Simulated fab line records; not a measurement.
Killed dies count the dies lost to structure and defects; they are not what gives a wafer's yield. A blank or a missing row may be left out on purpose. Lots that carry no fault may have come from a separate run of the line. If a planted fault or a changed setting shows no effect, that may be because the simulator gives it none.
fab line records	flow n5-finfet
record lots=6	wafers=17	last-day=19
route steps=1938 shown PASSIVATION@1918
lots with no fault: from the same line, run without faults
start-h: the number of hours between the record's first day and the start of the first shown wafer of the lot	wait-h: hours elapsed since this lot's preceding step	" as in the row above	L1.1+2: one row covering several wafers at once	- value missing, or start not given	* or withheld: withheld	< > ~ a bound
route shown NAME@n: NAME is a module with steps in the file, n the number in the route of the first one	usual: mean/standard deviation taken from wafers without a fault	same: alike in all rows	chamber/n: place in a boat	sites: the reading at each site	_std_site: how widely they spread, as a standard deviation	_edge_site: outer sites' mean less inner sites'	radius-mm: for every site, how far away it sits from the centre of the wafer	mask NAME#n: copy n	behind: tool/chamber where the wafer was last shaped	hold: reason for holding the lot/hours on hold/outcome of the hold	device: whichever transistor did not switch (one of n, p or np)	end of line: the route-end tests of the same wafers	a step given without rows: its recipe and nothing more	killed: count of dies lost to structure and defects at first sort (not the wafer's yield)	map: dies across one wafer; x = killed, . = not, _ = none there
set.NAME: the setting as run; set.NAME@STEP: as run at that earlier step	model.NAME: the simulator's own value behind a step, which no gauge read
a table for each step, a row for each wafer; lots at some steps of the route
services: a tool's chamber out of use, with start hour (start-h, from the record's first day; less than 0 if before it), hours out, and reason
## steps
# step N5_PASSIVATION_COAT_38
# recipe spin-rpm=3000	resist-thk-nm=withheld
# step N5_PASSIVATION_EBR_40
# recipe solvent=PGMEA	ebr-width-mm=1.5
# step N5_PASSIVATION_SOFTBAKE_39
# recipe temp-c=110	time-s=120
# step N5_PASSIVATION_EXPOSE_41
# recipe mask-id=PASS_OPEN	na=0.55	defocus-nm=0	source-shape=conventional	sigma-outer=0.8	polarization=unpolarized	target-cd-nm=40000	dose-mj=57.25
# step N5_PASSIVATION_PEB_42
# recipe peb-temp-c=withheld	peb-time-s=*
# step N5_PASSIVATION_DEVELOP_43
# recipe develop-time-s=60	rinse-liquid=diw	dry=air-spin	dev-temp-c=21
# step N5_PASSIVATION_HARDBAKE_45
# recipe temp-c=130	time-s=120
# step N5_PASSIVATION_CD_MEAS_44
# recipe target-cd-nm=40000	landing-energy-ev=500	detector=se-inlens
# usual cd-nm=40001/3.9
# same landing-energy-ev=500
lot.wafer	tool	chamber	start-h	wait-h	cd-nm
L724.1	cd-sem-01	0	340.70	-	39994
L724.5	"	0	"	"	39999
L724.6	"	0	"	"	39992
L731.1	cd-sem-01	0	356.53	-	39994
L731.4	"	0	"	"	40000
L731.6	"	0	"	"	40000
L738.1	cd-sem-02	0	405.24	-	40001
L738.4	"	0	"	"	40001
L740.3	cd-sem-02	0	418.88	-	40000
L740.4	"	0	"	"	39994
L740.5	"	0	"	"	40000
L743.1	cd-sem-02	0	426.92	-	40000
L743.2	"	0	"	"	40005
L743.4	"	0	"	"	40005
L746.3	cd-sem-01	0	460.38	-	39995
L746.5	"	0	"	"	39993
L746.6	"	0	"	"	40000
# step N5_PASSIVATION_OVL_MEAS_66
# recipe points-per-wafer=44
# usual PASS_OPEN_OVL=5/5.1
lot.wafer	tool	chamber	start-h	wait-h	PASS_OPEN_OVL[nm]
L724.1	overlay-01	0	340.73	0.0	17
L724.5	"	0	"	"	10
L724.6	"	0	"	"	14
L731.1	overlay-01	0	356.56	0.0	3
L731.4	"	0	"	"	2
L731.6	"	0	"	"	8
L738.1	overlay-02	0	405.27	0.0	7
L738.4	"	0	"	"	16
L740.3	overlay-01	0	418.91	0.0	5
L740.4	"	0	"	"	11
L740.5	"	0	"	"	15
L743.1	overlay-02	0	426.95	0.0	7
L743.2	"	0	"	"	10
L743.4	"	0	"	"	10
L746.3	overlay-01	0	460.40	0.0	10
L746.5	"	0	"	"	10
L746.6	"	0	"	"	7
# step N5_PASSIVATION_INSPECT_67
# recipe mode=adi	inspect-instrument=macro
# usual raw-defect-count=2.1/1.4
lot.wafer	tool	chamber	start-h	wait-h	raw-defect-count
L724.1	defect-inspect-01	-	340.75	0.0	4
L724.5	"	-	"	"	4
L724.6	"	-	"	"	1
L731.1	defect-inspect-02	-	356.58	0.0	1
L731.4	"	-	"	"	2
L731.6	"	-	"	"	2
L738.1	defect-inspect-01	-	405.29	0.0	0
L738.4	"	-	"	"	2
L740.3	defect-inspect-02	-	418.93	0.0	0
L740.4	"	-	"	"	3
L740.5	"	-	"	"	2
L743.1	defect-inspect-01	-	426.97	0.0	2
L743.2	"	-	"	"	5
L743.4	"	-	"	"	1
L746.3	defect-inspect-02	-	460.43	0.0	2
L746.5	"	-	"	"	4
L746.6	"	-	"	"	4
# step N5_PASSIVATION_DESCUM_46
# recipe chemistry=O2	time-s=7.9	source-power-w=50	bias-power-w=20	pressure-mtorr=20	rf-frequency-hz=2.712e+07	temp-c=40	o2-flow-sccm=225
# usual drypump-motor-current-A=5.9/0.53	oes-product-au=0.84/0.081	rf-vpp-V=243.6/1.5	showerhead-plenum-p-Torr=2.12/0.078	throttle-valve-pct=20.3/0.32
lot.wafer	tool	chamber	start-h	wait-h	drypump-motor-current-A	oes-product-au	rf-hours-counter-h	rf-vpp-V	showerhead-plenum-p-Torr	throttle-valve-pct
L724.1	rie-diel-02	1	340.85	0.1	5.5	0.92	18	243.6	2.06	20.6
L724.5	"	3	"	"	6.4	0.69	-	243.1	1.98	20.2
L724.6	"	2	"	"	5.2	0.89	-	241.1	2.04	20.2
L731.1	rie-diel-06	3	356.68	0.1	6.8	0.91	27	244.0	2.12	20.0
L731.4	"	0	"	"	5.9	0.69	-	245.1	2.13	20.5
L731.6	"	3	"	"	6.8	0.90	-	243.6	2.12	20.0
L738.1	rie-diel-02	2	405.33	0.0	5.2	0.84	60	242.3	2.03	20.2
L738.4	"	1	"	"	5.5	0.88	41	241.2	2.05	20.7
L740.3	rie-diel-02	2	418.96	0.0	5.2	0.82	66	242.7	2.03	20.3
L740.4	"	1	"	"	5.5	0.86	46	242.8	2.05	20.7
L740.5	"	1	"	"	5.5	0.85	-	242.5	2.05	20.7
L743.1	rie-diel-06	1	427.01	0.0	5.2	0.89	25	243.6	2.16	20.4
L743.2	"	2	"	"	6.2	0.86	53	243.5	2.14	20.4
L743.4	"	2	"	"	6.2	0.85	-	243.4	2.14	20.4
L746.3	rie-diel-06	3	460.54	0.1	6.8	0.83	74	243.8	2.10	20.1
L746.5	"	2	"	"	6.2	0.84	-	242.5	2.14	20.4
L746.6	"	1	"	"	5.2	0.87	-	244.5	2.15	20.4
# step N5_PASSIVATION_PASS_ETCH_47
# recipe chemistry=CF4/O2	target=SiNx	target-depth-a=7700	time-s=385	ion-energy-ev=100	pressure-mtorr=40	source-w=535	bias-w=49	Ar_flow_sccm=100	cf4-flow-sccm=100	O2_flow_sccm=10
# usual drypump-motor-current-A=5.9/0.54	oes_f_703_au=0.84/0.075	oes-product-au=0.84/0.077	rf-vpp-V=241/3.9	showerhead-plenum-p-Torr=2.23/0.073	throttle-valve-pct=15.71/0.29
lot.wafer	tool	chamber	start-h	wait-h	drypump-motor-current-A	oes_f_703_au	oes-product-au	rf-hours-counter-h	rf-vpp-V	showerhead-plenum-p-Torr	throttle-valve-pct
L724.1	rie-diel-02	1	340.88	0.0	5.5	0.90	0.90	18	238	2.15	15.85
L724.5	"	3	"	"	6.4	0.68	0.68	-	236	2.09	15.77
L724.6	"	2	"	"	5.2	0.88	0.87	-	240	2.17	15.66
L731.1	rie-diel-06	3	356.72	0.0	6.8	0.86	0.90	27	243	2.26	15.59
L731.4	"	0	"	"	5.9	0.68	0.69	-	250	2.25	16.13
L731.6	"	3	"	"	6.8	0.86	0.88	-	244	2.26	15.57
L738.1	rie-diel-02	2	405.36	0.0	5.2	0.84	0.85	60	239	2.16	15.71
L738.4	"	1	"	"	5.4	0.86	0.87	41	237	2.15	15.90
L740.3	rie-diel-02	2	419.00	0.0	5.1	0.85	0.83	66	240	2.16	15.72
L740.4	"	1	"	"	5.5	0.85	0.86	46	238	2.14	15.92
L740.5	"	1	"	"	5.5	0.85	0.86	-	238	2.14	15.93
L743.1	rie-diel-06	1	427.04	0.0	5.2	0.93	0.89	25	235	2.25	15.66
L743.2	"	2	"	"	6.2	0.84	0.85	53	244	2.22	15.62
L743.4	"	2	"	"	6.2	0.84	0.85	-	245	2.22	15.60
L746.3	rie-diel-06	3	460.57	0.0	6.8	0.80	0.82	75	244	2.25	15.68
L746.5	"	2	"	"	6.2	0.84	0.83	-	245	2.22	15.64
L746.6	"	1	"	"	5.2	0.89	0.87	-	235	2.25	15.67
# step N5_PASSIVATION_ETCH_54
# recipe chemistry=CHF3/O2	target=SiO2	target-depth-a=8800	CHF3_flow_sccm=50	O2_flow_sccm=5	Ar_flow_sccm=200	time-s=440	mask-material=PR	pressure-mtorr=30	source-w=650	bias-w=170	ion-energy-ev=200
# usual drypump-motor-current-A=5.9/0.53	oes_f_703_au=0.84/0.075	oes-product-au=0.84/0.077	rf-vpp-V=525/8.6	showerhead-plenum-p-Torr=2.44/0.084	throttle-valve-pct=18.64/0.29
lot.wafer	tool	chamber	start-h	wait-h	drypump-motor-current-A	oes_f_703_au	oes-product-au	rf-hours-counter-h	rf-vpp-V	showerhead-plenum-p-Torr	throttle-valve-pct	model.PASSIVATION.feature-depth-nm	model.etch.depth-nm
L724.1	rie-diel-02	1	341.11	0.1	5.5	0.90	0.91	18	518	2.35	18.85	889.2	889.3
L724.5	"	3	"	"	6.4	0.68	0.68	-	515	2.27	18.59	861.4	861.3
L724.6	"	2	"	"	5.2	0.90	0.87	-	522	2.37	18.61	897	897
L731.1	rie-diel-06	3	356.95	0.1	6.8	0.87	0.90	28	526	2.46	18.49	890.8	890.7
L731.4	"	0	"	"	5.9	0.68	0.70	-	544	2.45	18.95	883.4	883.3
L731.6	"	3	"	"	6.8	0.87	0.89	-	529	2.47	18.49	887.6	887.7
L738.1	rie-diel-02	2	405.59	0.1	5.2	0.85	0.85	60	522	2.36	18.63	890	890
L738.4	"	1	"	"	5.5	0.87	0.93	41	519	2.34	18.89	1197	1197
L740.3	rie-diel-02	2	419.23	0.1	5.2	0.85	0.90	66	521	2.36	18.66	1206	1206
L740.4	"	1	"	"	5.5	0.85	0.92	47	518	2.34	18.91	1207	1207
L740.5	"	1	"	"	5.5	0.85	0.86	-	517	2.34	18.88	876.6	876.7
L743.1	rie-diel-06	1	427.27	0.1	5.2	0.93	0.90	25	511	2.46	18.62	878.4	878.5
L743.2	"	2	"	"	6.2	0.84	0.84	53	534	2.43	18.59	891.2	891.2
L743.4	"	2	"	"	6.2	0.83	0.84	-	534	2.43	18.59	879.4	879.4
L746.3	rie-diel-06	3	460.80	0.1	6.8	0.81	0.82	75	526	2.45	18.57	875.6	875.6
L746.5	"	2	"	"	6.2	0.82	0.83	-	534	2.43	18.61	884	883.9
L746.6	"	1	"	"	5.2	0.90	0.87	-	513	2.46	18.65	896.8	896.9
# step N5_PASSIVATION_STRIP_48
# recipe chemistry=O2	power-w=600	temp-c=60	pressure-mtorr=30	rf-frequency-hz=6e+07	bias-power-w=0	overash-fraction=0.5	o2-flow-sccm=225
# usual drypump-motor-current-A=5.9/0.53	oes-product-au=0.84/0.083	rf-vpp-V=3.4/2.1	showerhead-plenum-p-Torr=2.13/0.077	throttle-valve-pct=16.5/0.31
lot.wafer	tool	chamber	start-h	wait-h	drypump-motor-current-A	oes-product-au	rf-hours-counter-h	rf-vpp-V	showerhead-plenum-p-Torr	throttle-valve-pct
L724.1	rie-diel-02	1	341.40	0.1	5.5	0.93	18	3.8	2.06	16.8
L724.5	"	3	"	"	6.4	0.67	-	3.7	1.98	16.5
L724.6	"	2	"	"	5.2	0.89	-	5.8	2.05	16.4
L731.1	rie-diel-06	3	357.23	0.1	6.7	0.92	28	5.5	2.12	16.2
L731.4	"	0	"	"	5.8	0.71	-	1.6	2.13	16.9
L731.6	"	3	"	"	6.8	0.92	-	4.6	2.13	16.3
L738.1	rie-diel-02	2	405.88	0.1	5.2	0.85	60	0.6	2.04	16.4
L738.4	"	1	"	"	5.5	0.88	41	5.9	2.06	16.8
L740.3	rie-diel-02	2	419.52	0.1	5.1	0.87	67	4.4	2.04	16.5
L740.4	"	1	"	"	5.4	0.85	47	2.6	2.06	16.9
L740.5	"	1	"	"	5.5	0.87	-	3.1	2.06	16.9
L743.1	rie-diel-06	1	427.56	0.1	5.2	0.87	25	5.8	2.16	16.6
L743.2	"	2	"	"	6.2	0.85	54	3.1	2.15	16.6
L743.4	"	2	"	"	6.2	0.84	-	1.9	2.15	16.6
L746.3	rie-diel-06	3	461.09	0.1	6.7	0.85	75	7.1	2.11	16.3
L746.5	"	2	"	"	6.3	0.81	-	5.1	2.14	16.6
L746.6	"	1	"	"	5.2	0.90	-	3.3	2.16	16.7
# step N5_PASSIVATION_PROBE_49
# usual defect-limited-yield=91.4/1.2	killed_at_M0_to_M3=35/11	killed_at_M4_up=14/6	killed-at-contacts=12/6.7	killed-at-front-end=37/9.7	killed-at-other=3.5/2.5	killed-dies=102/15	killed-on-rim=13/3.6	killed-open=67/12	killed-short=33/7.3	sort_bin_5_function=5.1/0.81	sort_bin_6_memory=3.2/0.65	sort-n-pass=1078/15	sort-yield-pct=91.4/1.2
# same gross-dies=1180	killed-at-back-side=0	sort_bin_4_leakage[%]=0	sort_bin_8_speed[%]=0
lot.wafer	tool	chamber	start-h	wait-h	defect-limited-yield[%]	killed_at_M0_to_M3	killed_at_M4_up	killed-at-contacts	killed-at-front-end	killed-at-other	killed-dies	killed-on-rim	killed-open	killed-short	sort_bin_5_function[%]	sort_bin_6_memory[%]	sort-n-pass	sort-yield-pct[%]
L738.1	prober-02	-	408.37	0.0	91.5	38	11	23	28	0	100	14	73	25	5.8	2.5	1080	91.5
L738.4	prober-02	-	408.52	0.2	91.5	50	5	16	25	4	100	11	62	37	4.7	3.6	1080	91.5
L740.3	prober-01	-	422.11	0.1	91.2	42	15	9	34	4	104	13	63	37	5.5	2.9	1076	91.2
L740.4	prober-01	-	422.16	0.2	90.6	33	24	15	38	1	111	10	79	29	5.8	3.3	1069	90.6
L740.5	prober-01	-	422.21	0.2	89.2	51	7	16	51	2	127	17	69	57	6.7	3.5	1053	89.2
L743.1	prober-01	-	430.05	0.0	92.0	29	12	16	36	1	94	12	62	31	5.3	2.5	1086	92.0
L743.2	prober-01	-	430.10	0.1	91.0	32	11	20	42	1	106	16	72	32	5.8	2.9	1074	91.0
L743.4	prober-01	-	430.20	0.2	90.8	40	20	12	33	3	108	20	50	56	5.0	3.5	1072	90.8
# killed by level:class
L738.1 MOL_CONTACT_COAG:geometric-particle:open=19 FIN_SAQP:geometric-particle:open=11 BEOL_M2:geometric-particle:open=9 BEOL_M0_SAQP:geometric-particle:short=8 BEOL_M1:geometric-particle:open=5 BEOL_M3:geometric-particle:open=5 MOL_CONTACT_COAG:geometric-particle:short=4 BEOL_M0_SAQP:geometric-particle:open=4
L738.4 BEOL_M0_SAQP:geometric-particle:short=15 BEOL_M2:geometric-particle:open=11 FIN_SAQP:geometric-particle:open=10 MOL_CONTACT_COAG:geometric-particle:open=10 BEOL_M1:geometric-particle:open=9 MOL_CONTACT_COAG:geometric-particle:short=6 BEOL_M0_SAQP:geometric-particle:open=5 BEOL_M3:geometric-particle:open=4
L740.3 BEOL_M0_SAQP:geometric-particle:short=15 BEOL_M0_SAQP:geometric-particle:open=13 STI_FIN_REVEAL:geometric-particle:open=11 BEOL_M1:geometric-particle:open=7 FIN_SAQP:geometric-particle:short=6 MOL_CONTACT_COAG:geometric-particle:open=6 BEOL_M5:geometric-particle:open=5 DUMMY_GATE:geometric-particle:open=3
L740.4 STI_FIN_REVEAL:geometric-particle:open=15 MOL_CONTACT_COAG:geometric-particle:open=12 BEOL_M5:geometric-particle:open=8 BEOL_M0_SAQP:geometric-particle:short=7 BEOL_M2:geometric-particle:open=7 FIN_SAQP:geometric-particle:open=6 BEOL_M1:geometric-particle:open=6 BEOL_M4:geometric-particle:open=6
L740.5 BEOL_M0_SAQP:geometric-particle:short=14 BEOL_M1:geometric-particle:open=13 MOL_CONTACT_COAG:geometric-particle:open=10 FIN_SAQP:geometric-particle:open=9 GATE_CUT:geometric-particle:short=8 STARTING-WAFER:geometric-particle:open=8 FIN_SAQP:geometric-particle:short=7 BEOL_M1:geometric-particle:short=7
L743.1 MOL_CONTACT_COAG:geometric-particle:open=13 BEOL_M1:geometric-particle:open=9 GATE_CUT:geometric-particle:short=7 BEOL_M1:geometric-particle:short=7 FIN_SAQP:geometric-particle:open=5 BEOL_M0_SAQP:geometric-particle:open=5 STARTING-WAFER:geometric-particle:open=5 FIN_SAQP:geometric-particle:short=4
L743.2 MOL_CONTACT_COAG:geometric-particle:open=17 STI_FIN_REVEAL:geometric-particle:open=9 FIN_SAQP:geometric-particle:open=8 DUMMY_GATE:geometric-particle:open=8 BEOL_M0_SAQP:geometric-particle:short=5 BEOL_M2:geometric-particle:open=5 BEOL_M3:geometric-particle:short=5 BEOL_M0_SAQP:geometric-particle:open=4
L743.4 MOL_CONTACT_COAG:geometric-particle:open=8 BEOL_M0_SAQP:geometric-particle:short=7 BEOL_M1:geometric-particle:short=7 BEOL_M0_SAQP:geometric-particle:open=6 BEOL_M1:geometric-particle:open=6 BEOL_M3:geometric-particle:open=6 FIN_SAQP:geometric-particle:short=4 GATE_CUT:geometric-particle:open=4
## services
tool	chamber	start-h	hours	kind
rie-diel-02	-	336.28	0.6	repair
rie-diel-06	1	337.72	-	clean
rie-diel-06	1	337.72	-	consumable-replace:focus-ring
rie-diel-06	1	337.72	25.3	scheduled-down
rie-diel-06	1	337.72	25.3	vent-cycle
rie-diel-06	0	363.10	-	clean
rie-diel-06	0	363.10	-	consumable-replace:focus-ring
rie-diel-06	0	363.10	26.1	scheduled-down
rie-diel-06	0	363.10	26.1	vent-cycle
rie-diel-02	3	363.70	-	clean
rie-diel-02	3	363.70	-	consumable-replace:focus-ring
rie-diel-02	3	363.70	-	consumable-replace:showerhead
rie-diel-02	3	363.70	19.9	scheduled-down
rie-diel-02	3	363.70	19.9	vent-cycle
rie-diel-06	0	391.80	48.8	repair
rie-diel-06	1	404.37	14.4	repair
## key
first-sign none at tools or gauges
model-effect step=N5_PASSIVATION_ETCH_54	value=PASSIVATION.feature-depth-nm	without=886.3	struck=1203
met-at N5_PASSIVATION_ETCH_54
struck-wafers L738.4,L740.3,L740.4
onset-between 341.11 405.59
fault kind=process-parameter-drift	tool=rie-diel-02	chamber=-	onset-h=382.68	steps=N5_PASSIVATION_ETCH_54	channel=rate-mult	offset=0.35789	shape=step	end-h=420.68	scope=struck-wafers-only
